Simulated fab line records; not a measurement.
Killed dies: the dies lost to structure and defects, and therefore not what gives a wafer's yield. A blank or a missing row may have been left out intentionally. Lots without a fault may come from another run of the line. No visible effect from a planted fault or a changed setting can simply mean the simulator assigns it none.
Comparing a struck lot with a sound one || flow n5Finfet || 16 steps out of a route of 1938
Sound: these wafers, L344.1, L344.2, L344.4. Wafers struck: L356.2, L356.4, L356.5. Last of all comes the cause.
Order at every step that has rows: each side's tool, ch and its chambers, its first start. Under that, the readings that differ: sound wafers || struck wafers || difference of the means || sigmas: that difference in standard deviations of wafers without a fault.
alike: readings with means less than 2 such deviations apart, plus words and numbers identical on both sides. not compared: withheld readings, readings lacking a value on some wafer, bounds such as >300 that could conceal the same value, and numbers that have no deviation in the record and whose values overlap.
Wherever a step has rows on one side only, a row that says differs or no value, or a row with sigmas, the two part there. When numbers do not overlap yet have no deviation, they are printed without sigmas and do not part them. Lack of a reading on every wafer of one side parts them only where that side has two or more wafers.

first, 9 steps without rows for these wafers: N5_BEOL_M2_SOFTBAKE_23 (time 60 s); N5_BEOL_M2_EXPOSE_25 (exposes mask V1, defocus 5 nm); N5_BEOL_M2_PEB_26 (peb time 60 s); N5_BEOL_M2_DEVELOP_27 (develop time 30 s); N5_BEOL_M2_DESCUM_33 (chemistry O2, time 7 s); N5_BEOL_M2_ETCH_77 (etches underlayer in N2/H2, target depth 6.5 nm, time 5.2 s); N5_BEOL_M2_ETCH_69 (etches SiARC in CF4, target depth 15.6 nm, time 26 s); N5_BEOL_M2_ALD_98 (deposits SiO2, target thk 2.5 nm, pulse time 1 s, co reactant pulse time 1 s); N5_BEOL_M2_ETCHBACK_99 (etches SiO2 in CHF3, target depth 5 nm, time 10.4 s).
N5_BEOL_M2_ETCH_70: etches SOC in N2/H2, target depth 80 nm, overetch 24 nm, time 130 s.
  sound on rieDiel-04 ch 1,2,3, day 9 12:20; struck on rieDiel-04 ch 0,3, day 12 14:02
  no value came back on the struck wafers for any of 8 readings (biasW (W), chamberPressureMTorr (mTorr) and others); on the sound wafers biasW (W) reads 150.4 150.2 150.2
{"reading": "model.CAR-EUV_of_BEOL_M2_COAT_22.thkNm (nm)", "sound": "0 0 0", "struck": "10.4 10.4 10.4", "difference": "+10.4", "sigmas": ""}
{"reading": "model.SiARC_of_BEOL_M2_COAT_68.thkNm (nm)", "sound": "5.6 5.8 5.6", "struck": "12 12 12", "difference": "+6", "sigmas": ""}
{"reading": "model.underlayer_of_BEOL_M2_COAT_76.thkNm (nm)", "sound": "0 0 0", "struck": "5 5 5", "difference": "+5", "sigmas": ""}
then, 2 steps without rows for these wafers: N5_BEOL_M2_STRIP_71 (strips in N2/H2); N5_BEOL_M2_STRIP_78 (strips in N2/H2).
N5_BEOL_M2_VIA_ETCH_34: etches the open film in C4F6/O2, target depth 69.4 nm, time 65.9 s.
  sound on rieDiel-04 ch 1,2,3, day 9 12:27; struck on rieDiel-04 ch 0,3, day 12 14:09
{"reading": "oesProductAu (a.u.)", "sound": "0.69 0.71 0.88", "struck": "0.33 0.26 0.33", "difference": -0.45, "sigmas": -5}
{"reading": "throttleValvePct (%)", "sound": "30.77 30.74 30.50", "struck": "30.07 30.65 30.07", "difference": -0.41, "sigmas": -2}
  alike: C4F6_flow_sccm, O2_flow_sccm, drypumpMotorCurrentA, rfVppV, showerheadPlenumPTorr
  not compared: rfHoursCounterH
then, 1 step without rows for these wafers: N5_BEOL_M2_STRIP_83 (strips in C4F6/O2).
N5_BEOL_M4_RC_MEAS_101:
  the record has rows for the sound wafers here (prober-01 ch 0, day 10 11:28) and none for the struck ones
-- here the record skips 6 days between the struck wafers' starts before and after, leaving off in module BEOL_M4 and picking up in module PASSIVATION (first step shown: number 1936 of the route) --
N5_PASSIVATION_PROBE_49:
  record: rows for the struck wafers here (prober-02, day 18 21:35), none for the sound ones

== WHERE THEY PART ==
First at N5_BEOL_M2_ETCH_70; last, within this record, at N5_PASSIVATION_PROBE_49.

WHY: whatever the simulator had introduced
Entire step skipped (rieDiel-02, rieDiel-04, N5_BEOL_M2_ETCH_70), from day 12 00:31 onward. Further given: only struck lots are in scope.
